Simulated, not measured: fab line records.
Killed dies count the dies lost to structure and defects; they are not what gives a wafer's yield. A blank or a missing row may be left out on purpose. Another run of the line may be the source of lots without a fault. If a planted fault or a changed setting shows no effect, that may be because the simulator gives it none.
fab line records    flow n5-finfet
record lots=7  wafers=21
route steps=1938 shown BEOL_M8@1338 BEOL_M9@1464 BEOL_M10@1512 BEOL_M11@1543
start-h: hours from the record's first day to the start of the lot's first wafer shown    wait-h: hours from the lot's prior step to this one    " repeats the value in the row above    L1.1+2: several wafers, shown together as one row    - value missing, or start not given    * or withheld: withheld    < > ~ a bound
route shown NAME@n: NAME is a module with steps in the file, n the number in the route of the first one    usual: the fault-free wafers' mean and standard deviation    same: alike in all rows    chamber/n: place in a boat    sites: readings site by site    _std_site: how widely they spread, as a standard deviation    _edge_site: inner sites' mean taken away from outer sites' mean    radius-mm: for every site, how far away it sits from the centre of the wafer    mask NAME#n: copy n    behind: tool/chamber where the wafer was last shaped    hold: why the lot was held/for how many hours/how that ended    device: the transistor (n, p or np) that didn't switch    end of line: the tests these same wafers got at the end of their route    a step without rows: its recipe alone    killed: dies that structure and defects cost at the first sort, which is not the same as the wafer's yield    map: dies across one wafer; x = killed, . = not, _ = none there
set.NAME: the setting the step ran with; set.NAME@STEP: the setting that earlier step ran with    model.NAME: the simulator's own value behind a step, which no gauge read
lots with deliberately changed settings; one table per step, one row per wafer
## steps
# step N5_BEOL_M8_COAT_60
# recipe resist=SiARC  temp-c=220  time-s=60  spin-rpm=1500  resist-thk-nm=35
lot.wafer   tool            chamber  start-h  wait-h  set.spin-rpm  model.SiARC_of_BEOL_M8_COAT_60.thk-nm
L077.4+5    litho-track-04  0        -        -       1364          36.8
L077.6      "               0        "        "       1500          35.2
L082.3+4+5  litho-track-04  0        -        -       1500          35
L084.2      litho-track-04  0        -        -       1500          34.8
L084.4+5    "               0        "        "       1624          33.4
L089.2      litho-track-02  0        -        -       1654          33.4
L089.4+6    "               0        "        "       1500          34.8
L093.1      litho-track-03  0        -        -       1380          36.4
L093.2      "               0        "        "       1500          34.8
L093.4      "               0        "        "       1500          35
L096.2+5+6  litho-track-02  0        -        -       1500          35
L097.1+2+5  litho-track-03  0        -        -       1500          35
# step N5_BEOL_M8_COAT_05
# recipe resist=CAR-ArF  spin-rpm=1500  resist-thk-nm=90
# step N5_BEOL_M8_EBR_07
# recipe solvent=PGMEA  ebr-width-mm=1.5
# step N5_BEOL_M8_DESCUM_16
# recipe chemistry=O2  time-s=7.9  source-power-w=50  bias-power-w=20  pressure-mtorr=20  rf-frequency-hz=2.712e+07  temp-c=40  resist=CAR-ArF  o2-flow-sccm=225
# step N5_BEOL_M8_ETCH_61
# recipe chemistry=CF4  target=SiARC  target-depth-a=455  mask-material=CAR-ArF  time-s=75.8  ion-energy-ev=80  pressure-mtorr=40  source-w=545  bias-w=36  Ar_flow_sccm=100  cf4-flow-sccm=100  ends=cleared
lot.wafer  tool         chamber  start-h  wait-h  set.spin-rpm@BEOL_M8_COAT_60  model.etch.depth-nm  model.CAR-ArF_of_BEOL_M8_COAT_05.thk-nm
L077.4     rie-diel-03  0        276.58   0.0     1364                          36.82                49.4
L077.5     "            2        "        "       1364                          36.73                49.4
L077.6     "            3        "        "       1500                          35.1                 51.4
L082.3     rie-diel-05  3        310.67   0.0     1500                          34.96                50.6
L082.4     "            2        "        "       1500                          34.93                50.4
L082.5     "            2        "        "       1500                          35.04                50.2
L084.2     rie-diel-05  0        330.07   0.0     1500                          34.78                51
L084.4     "            1        "        "       1624                          33.44                52.2
L084.5     "            0        "        "       1624                          33.41                52.6
L089.2     rie-diel-01  3        343.97   0.0     1654                          33.39                53
L089.4     "            3        "        "       1500                          34.81                51.4
L089.6     "            3        "        "       1500                          34.89                51.2
L093.1     rie-diel-03  3        376.92   0.0     1380                          36.49                50.2
L093.2     "            1        "        "       1500                          34.87                51.2
L093.4     "            0        "        "       1500                          35                   51.2
L096.2     rie-diel-05  0        382.11   0.0     1500                          35.08                50.8
L096.5     "            1        "        "       1500                          35.01                50.8
L096.6     "            0        "        "       1500                          34.99                50.8
L097.1     rie-diel-01  1        384.89   0.0     1500                          35.04                50.8
L097.2     "            3        "        "       1500                          34.95                50.8
L097.5     "            2        "        "       1500                          35.01                51
# step N5_BEOL_M8_ETCH_62
# recipe chemistry=N2/H2  target=SOC  target-depth-a=1100  overetch-a=220  mask-material=SiARC  temp-c=40  time-s=165  ion-energy-ev=200  pressure-mtorr=30  source-w=840  bias-w=150  n2-flow-sccm=200  h2-flow-sccm=200
lot.wafer  tool         chamber  start-h  wait-h  set.spin-rpm@BEOL_M8_COAT_60  model.SiARC_of_BEOL_M8_COAT_60.thk-nm
L077.4     rie-diel-03  0        276.67   0.1     1364                          30.2
L077.5     "            2        "        "       1364                          30
L077.6     "            3        "        "       1500                          28.2
L082.3     rie-diel-05  3        310.72   0.0     1500                          28.2
L082.4     "            2        "        "       1500                          27.8
L082.5     "            2        "        "       1500                          28
L084.2     rie-diel-05  0        330.12   0.0     1500                          28.4
L084.4     "            1        "        "       1624                          26.8
L084.5     "            0        "        "       1624                          27
L089.2     rie-diel-01  3        344.06   0.1     1654                          26.6
L089.4     "            3        "        "       1500                          28
L089.6     "            3        "        "       1500                          28.2
L093.1     rie-diel-03  3        376.97   0.0     1380                          29.6
L093.2+4   "            1,0      "        "       1500                          28.4
L096.2+6   rie-diel-05  0        382.17   0.0     1500                          28.6
L096.5     "            1        "        "       1500                          28.4
L097.1     rie-diel-01  1        384.95   0.0     1500                          28.4
L097.2     "            3        "        "       1500                          28.2
L097.5     "            2        "        "       1500                          28
# step N5_BEOL_M8_CURE_75
# recipe temp-c=370  time-s=120  ambient=DMADMS/He  material=SiCOH_lowk
# usual lamp-power-pct=52.31/0.048
lot.wafer  tool        chamber  start-h  wait-h  set.time-s  lamp-power-pct
L077.4     uv-cure-02  1        281.09   0.2     120         52.25
L077.5     "           1        "        "       128         52.04
L077.6     "           1        "        "       128         51.99
L082.3     uv-cure-03  0        315.15   0.1     130.1       51.85
L082.4     "           0        "        "       120         52.25
L082.5     "           0        "        "       120         52.35
L084.2     uv-cure-02  1        333.73   0.1     120         52.40
L084.4     "           1        "        "       133.2       51.73
L084.5     "           1        "        "       133.2       51.79
L089.2     uv-cure-02  1        346.86   0.1     120         52.33
L089.4     "           1        "        "       120         52.31
L089.6     "           1        "        "       137.6       51.52
L093.1     uv-cure-03  2        379.21   0.2     120         52.29
L093.2     "           2        "        "       111.6       52.31
L093.4     "           2        "        "       120         52.32
L096.2     uv-cure-02  0        384.22   0.1     141.6       51.44
L096.5     "           0        "        "       141.6       51.31
L096.6     "           0        "        "       120         52.36
L097.1     uv-cure-02  1        388.19   0.0     120         52.31
L097.2     "           1        "        "       120         52.31
L097.5     "           1        "        "       120         52.38
# step N5_BEOL_M9_CMP_52
# recipe stop-on=SiCOH_lowk  t-overpolish-s=7  down-force-psi=1  platen-rpm=50  clearing-platen-down-force-psi=1.5  clearing-platen-rpm=50  post-cmp-clean=cu-alkaline  target-thk-nm=140  clearing-platen-pad-velocity-m-s=0.99484  pad-velocity-m-s=0.99484
# usual barrier-field-endpoint-s=28.9/0.91
lot.wafer  tool    chamber  start-h  wait-h  set.down-force-psi  barrier-field-endpoint-s
L077.4     cmp-02  2        291.09   0.1     1.093               27.3
L077.5     "       2        "        "       1.093               28.0
L077.6     "       3        "        "       1                   29.1
L082.3     cmp-04  0        326.76   0.3     1.22                23.5
L082.4     "       3        "        "       1                   29.2
L082.5     "       1        "        "       1.22                24.6
L084.2     cmp-02  1        348.08   0.3     1                   27.9
L084.4     "       2        "        "       1.061               28.5
L084.5     "       0        "        "       1                   29.4
L089.4     cmp-03  3        359.56   0.1     1                   29.3
L089.2     "       0        "        "       1                   29.2
L089.6     "       0        "        "       1                   29.7
L093.4     cmp-04  3        390.38   0.1     0.9433              31.8
L093.1     "       1        "        "       1                   31.7
L093.2     "       2        "        "       1                   30.3
L096.2     cmp-03  3        395.58   0.2     1                   28.4
L096.5     "       2        "        "       1                   28.8
L096.6     "       3        "        "       1.183               24.5
L097.2     cmp-02  0        401.98   0.3     1                   28.6
L097.1     "       1        "        "       1                   28.2
L097.5     "       2        "        "       1                   29.5
# step N5_BEOL_M10_TRENCH_ETCH_37
# recipe chemistry=C4F6/O2  target-depth-a=1488.3  target=SiCOH_lowk  time-s=48  ion-energy-ev=250  pressure-mtorr=30  source-w=345  bias-w=185  Ar_flow_sccm=300  C4F6_flow_sccm=10  O2_flow_sccm=10
lot.wafer  tool         chamber  start-h  wait-h  set.time-s  model.BEOL_M10.feature-depth-nm  model.etch.depth-nm
L077.4     rie-diel-03  3        -        -       50.79       156.6                            156.7
L077.5     "            1        "        "       50.79       153.8                            153.8
L077.6     "            2        "        "       48          150.4                            150.4
L082.3     rie-diel-05  0        -        -       48          148.2                            148.1
L082.4     "            3        "        "       51.19       157.8                            157.8
L082.5     "            2        "        "       48          153.2                            153.3
L084.2     rie-diel-03  3        -        -       56.81       174.2                            174.2
L084.4     "            2        "        "       56.81       178.8                            178.8
L084.5     "            3        "        "       56.81       177.4                            177.3
L089.2     rie-diel-01  0        -        -       48          143                              143.1
L089.4     "            1        "        "       51.89       164.2                            164.3
L089.6     "            3        "        "       48          146.4                            146.4
L093.1     rie-diel-03  3        -        -       56.96       175.4                            175.4
L093.2     "            0        "        "       48          146                              146.1
L093.4     "            1        "        "       56.96       173.8                            173.7
L096.2     rie-diel-03  2        -        -       48          149.6                            149.6
L096.5     "            1        "        "       48          147                              147.1
L096.6     "            2        "        "       48          149                              149
L097.1     rie-diel-01  2        -        -       48          153.2                            153.2
L097.2     "            0        "        "       48          142.2                            142.3
L097.5     "            3        "        "       48          145.2                            145.2
# step N5_BEOL_M10_ETCH_41
# recipe chemistry=CH3F/O2  target=SiCN  target-depth-a=426  taper-deg=2  time-s=86  ion-energy-ev=120  mask-material=TiN  pressure-mtorr=30  source-w=395  bias-w=75  Ar_flow_sccm=150  CH3F_flow_sccm=30  O2_flow_sccm=20
# step N5_BEOL_M10_STRIP_77
# recipe chemistry=N2/H2  time-s=10  power-w=450  temp-c=40  pressure-mtorr=20  rf-frequency-hz=6e+07  bias-power-w=7  n2-flow-sccm=200  h2-flow-sccm=200
# step N5_BEOL_M10_OCD_MEAS_38
# usual trench-depth-nm=148.2/3
lot.wafer  tool    chamber  start-h  wait-h  set.time-s@BEOL_M10_TRENCH_ETCH_37  trench-depth-nm
L077.4     ocd-01  -        297.58   -       50.79                               157.0
L077.5     "       -        "        "       50.79                               153.3
L077.6     "       -        "        "       48                                  150.5
L082.3     ocd-01  -        332.99   -       48                                  148.2
L082.4     "       -        "        "       51.19                               158.0
L082.5     "       -        "        "       48                                  153.2
L084.2     ocd-02  -        356.74   -       56.81                               174.3
L084.4     "       -        "        "       56.81                               178.2
L084.5     "       -        "        "       56.81                               177.2
L089.2     ocd-01  -        364.77   -       48                                  143.0
L089.4     "       -        "        "       51.89                               164.1
L089.6     "       -        "        "       48                                  146.4
L093.1     ocd-02  -        400.74   -       56.96                               175.6
L093.2     "       -        "        "       48                                  146.5
L093.4     "       -        "        "       56.96                               173.4
L096.2     ocd-02  -        404.01   -       48                                  149.7
L096.5     "       -        "        "       48                                  147.4
L096.6     "       -        "        "       48                                  149.0
L097.1     ocd-02  -        407.07   -       48                                  153.0
L097.2     "       -        "        "       48                                  142.0
L097.5     "       -        "        "       48                                  145.3
# step N5_BEOL_M10_HM_STRIP_39
# recipe chemistry=peroxide-tin-strip  material=TiN  target-depth-a=250  temp-c=50  time-s=158
# step N5_BEOL_M10_SRD_40
# recipe time-s=30  temp-c=23  rinse-liquid=diw  dry=ipa-marangoni
# step N5_BEOL_M10_ECD_50
# recipe material=Cu  target-thk-a=3180
# step N5_BEOL_M10_ANNEAL_51
# recipe temp-c=225  time-s=90  ambient=N2
# step N5_BEOL_M10_CMP_52
# recipe stop-on=SiCOH_lowk  t-overpolish-s=7  down-force-psi=1  platen-rpm=50  clearing-platen-down-force-psi=1.5  clearing-platen-rpm=50  post-cmp-clean=cu-alkaline  target-thk-nm=140  clearing-platen-pad-velocity-m-s=0.99484  pad-velocity-m-s=0.99484
lot.wafer  tool    chamber  start-h  wait-h  set.time-s@BEOL_M10_TRENCH_ETCH_37  model.Cu_of_BEOL_M10_ECD_50.thk-nm
L077.4     cmp-01  2        300.29   0.2     50.79                               147.6
L077.5     "       3        "        "       50.79                               146.8
L077.6     "       0        "        "       48                                  141.6
L082.3     cmp-01  2        335.80   0.2     48                                  139.2
L082.4     "       0        "        "       51.19                               148.6
L082.5     "       2        "        "       48                                  143.8
L084.4     cmp-01  2        359.18   0.2     56.81                               170.2
L084.2     "       3        "        "       56.81                               166.2
L084.5     "       2        "        "       56.81                               168.6
L089.2     cmp-03  1        367.10   0.2     48                                  131.8
L089.4     "       2        "        "       51.89                               153.6
L089.6     "       0        "        "       48                                  137.8
L093.2     cmp-04  0        404.46   0.2     48                                  138.6
L093.1     "       1        "        "       56.96                               169.2
L093.4     "       3        "        "       56.96                               166.6
L096.2     cmp-01  1        405.76   0.2     48                                  139.6
L096.5     "       1        "        "       48                                  137.8
L096.6     "       2        "        "       48                                  139.8
L097.2     cmp-03  1        409.36   0.3     48                                  131.2
L097.1     "       3        "        "       48                                  143.8
L097.5     "       0        "        "       48                                  138
# step N5_BEOL_M10_THK_MEAS_53
# recipe thk-meas-gauge=xrf  reads=Cu_of_BEOL_M10_ECD_50
# usual M10_THK=142/3.6
lot.wafer  tool           chamber  start-h  wait-h  set.time-s@BEOL_M10_TRENCH_ETCH_37  M10_THK[nm]
L077.4     film-metro-01  -        300.47   -       50.79                               148
L077.5     "              -        "        "       50.79                               148
L077.6     "              -        "        "       48                                  142
L082.3     film-metro-01  -        336.09   -       48                                  141
L082.4     "              -        "        "       51.19                               150
L082.5     "              -        "        "       48                                  144
L084.2     film-metro-01  -        359.43   -       56.81                               169
L084.4     "              -        "        "       56.81                               173
L084.5     "              -        "        "       56.81                               172
L089.2     film-metro-02  -        367.36   -       48                                  134
L089.4     "              -        "        "       51.89                               157
L089.6     "              -        "        "       48                                  140
L093.1     film-metro-01  -        404.75   -       56.96                               171
L093.2     "              -        "        "       48                                  141
L093.4     "              -        "        "       56.96                               168
L096.2     film-metro-01  -        406.06   -       48                                  141
L096.5     "              -        "        "       48                                  139
L096.6     "              -        "        "       48                                  142
L097.1     film-metro-01  -        409.62   -       48                                  144
L097.2     "              -        "        "       48                                  130
L097.5     "              -        "        "       48                                  137
# step N5_BEOL_M10_PRE_CLEAN_55
# recipe gas=NH3  time-s=15  temp-c=withheld  rf-power-w=300
# step N5_BEOL_M10_DEP_56
# recipe material=SiCN  target-thk-a=150  temp-c=withheld  precursor=3MS/NH3  pressure-torr=3  rf-w=202  time-s=26.5
# step N5_BEOL_M10_RS_MEAS_57
# recipe thk-meas-gauge=four-point-probe  reads=Cu_of_BEOL_M10_ECD_50+Co_of_BEOL_M10_CVD_75+TaN_of_BEOL_M10_ALD_74
# usual M10_RS=0.152/0.0041
lot.wafer  tool           chamber  start-h  wait-h  set.time-s@BEOL_M10_TRENCH_ETCH_37  M10_RS[ohm/sq]
L077.4     film-metro-01  -        300.61   0.0     50.79                               0.143
L077.5     "              -        "        "       50.79                               0.143
L077.6     "              -        "        "       48                                  0.149
L082.3     film-metro-02  -        336.23   0.1     48                                  0.152
L082.4     "              -        "        "       51.19                               0.141
L082.5     "              -        "        "       48                                  0.146
L084.2     film-metro-01  -        359.58   0.1     56.81                               0.125
L084.4     "              -        "        "       56.81                               0.122
L084.5     "              -        "        "       56.81                               0.123
L089.2     film-metro-02  -        367.49   0.1     48                                  0.161
L089.4     "              -        "        "       51.89                               0.136
L089.6     "              -        "        "       48                                  0.153
L093.1     film-metro-01  -        404.89   0.1     56.96                               0.122
L093.2     "              -        "        "       48                                  0.152
L093.4     "              -        "        "       56.96                               0.125
L096.2     film-metro-02  -        406.23   0.1     48                                  0.151
L096.5     "              -        "        "       48                                  0.153
L096.6     "              -        "        "       48                                  0.151
L097.1     film-metro-02  -        409.79   0.1     48                                  0.146
L097.2     "              -        "        "       48                                  0.162
L097.5     "              -        "        "       48                                  0.153
# step N5_BEOL_M11_COAT_05
# recipe resist=CAR-ArF  spin-rpm=1500  resist-thk-nm=90
lot.wafer   tool            chamber  start-h  wait-h  set.spin-rpm  model.CAR-ArF_of_BEOL_M11_COAT_05.thk-nm
L077.4      litho-track-05  0        -        -       1500          90.6
L077.5      "               0        "        "       1500          90.4
L077.6      "               0        "        "       1500          90.2
L082.3      litho-track-03  0        -        -       1500          90.4
L082.4      "               0        "        "       1500          90.2
L082.5      "               0        "        "       1583          87.6
L084.2      litho-track-04  0        -        -       1500          90.4
L084.4+5    "               0        "        "       1500          90.2
L089.2+6    litho-track-03  0        -        -       1500          90
L089.4      "               0        "        "       1386          93.8
L093.1+2+4  litho-track-04  0        -        -       1500          90.4
L096.2+5+6  litho-track-03  0        -        -       1500          89.8
L097.1      litho-track-03  0        -        -       1500          90
L097.2+5    "               0        "        "       1500          89.8
## key
split step=N5_BEOL_M8_COAT_60  setting=spin-rpm  stated=1500  by=wafer
response step=N5_BEOL_M8_COAT_60  reading=model.SiARC_of_BEOL_M8_COAT_60.thk-nm  change=-0.164  per=1%  r=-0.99
response step=N5_BEOL_M8_ETCH_61  reading=model.etch.depth-nm  change=-0.168  per=1%  r=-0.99
response step=N5_BEOL_M8_ETCH_61  reading=model.CAR-ArF_of_BEOL_M8_COAT_05.thk-nm  change=+0.172  per=1%  r=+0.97
response step=N5_BEOL_M8_ETCH_62  reading=model.SiARC_of_BEOL_M8_COAT_60.thk-nm  change=-0.171  per=1%  r=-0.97
split step=N5_BEOL_M8_CURE_75  setting=time-s  stated=120  by=wafer
response step=N5_BEOL_M8_CURE_75  reading=lamp-power-pct  change=*  per=1%  r=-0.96
split step=N5_BEOL_M9_CMP_52  setting=down-force-psi  stated=1  by=wafer
response step=N5_BEOL_M9_CMP_52  reading=barrier-field-endpoint-s  change=-0.212  per=1%  r=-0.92
split step=N5_BEOL_M10_TRENCH_ETCH_37  setting=time-s  stated=48  by=wafer
response step=N5_BEOL_M10_TRENCH_ETCH_37  reading=model.BEOL_M10.feature-depth-nm  change=+1.56  per=1%  r=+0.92
response step=N5_BEOL_M10_TRENCH_ETCH_37  reading=model.etch.depth-nm  change=+1.56  per=1%  r=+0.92
response step=N5_BEOL_M10_OCD_MEAS_38  reading=trench-depth-nm  change=+1.54  per=1%  r=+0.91
response step=N5_BEOL_M10_CMP_52  reading=model.Cu_of_BEOL_M10_ECD_50.thk-nm  change=+1.58  per=1%  r=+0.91
response step=N5_BEOL_M10_THK_MEAS_53  reading=M10_THK  change=+1.58  per=1%  r=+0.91
response step=N5_BEOL_M10_RS_MEAS_57  reading=M10_RS  change=-0.00162  per=1%  r=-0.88
split step=N5_BEOL_M11_COAT_05  setting=spin-rpm  stated=1500  by=wafer
response step=N5_BEOL_M11_COAT_05  reading=model.CAR-ArF_of_BEOL_M11_COAT_05.thk-nm  change=-0.496  per=1%  r=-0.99
